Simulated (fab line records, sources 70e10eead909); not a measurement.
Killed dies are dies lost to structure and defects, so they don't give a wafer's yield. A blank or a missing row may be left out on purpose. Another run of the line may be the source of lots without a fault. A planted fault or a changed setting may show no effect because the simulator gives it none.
Chamber matching + flow nand_harc + NHARC_P_M2_DEP_33 on pecvd-02: 3 sister chambers
The step deposits SiCN, target thk 30 nm. 3 wafers are shown with their chamber, then 8 later ones without.

== WAFERS, EACH WITH ITS CHAMBER ==
| wafer  | chamber | heater_power_w (W) |
|--------|---------|--------------------|
| L086.1 | 2       | 782                |
| L087.4 | 0       | 442                |
| L088.1 | 1       | 661                |

== WAFERS WHOSE CHAMBER IS MISSING ==
| wafer  | heater_power_w (W) |
|--------|--------------------|
| L088.5 | 418                |
| L088.6 | 673                |
| L089.1 | 620                |
| L089.2 | 413                |
| L089.5 | 631                |
| L096.1 | 563                |
| L096.2 | 470                |
| L096.5 | 571                |

== WHICH CHAMBER EACH ONE RAN IN ==
| wafer  | from the rows above     | in truth |
|--------|-------------------------|----------|
| L088.5 | 0                       | 0        |
| L088.6 | can't be placed: 1 or 2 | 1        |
| L089.1 | 1                       | 1        |
| L089.2 | 0                       | 0        |
| L089.5 | 1                       | 1        |
| L096.1 | can't be placed: 1 or 0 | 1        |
| L096.2 | 0                       | 0        |
| L096.5 | can't be placed: 1 or 0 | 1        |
Correct placement for 5 of the 8. Cannot be placed on the basis of these rows: 3; the candidates contain the true chamber in 3. Wrongly placed: 0.
How it was worked out, from the rows above alone: a wafer's distance from a chamber is the root of the sum, over the readings, of the square of ((its reading less the chamber's mean) divided by the reading's scatter). If the next closest chamber is less than 2 further off than the closest, the wafer can't be placed; otherwise it belongs to the closest. For every chamber, the mean is computed from those of its wafers that are shown. The scatter: with one shown wafer a chamber, the root of the mean of the squares of how far each hidden wafer lies from its nearest shown one.
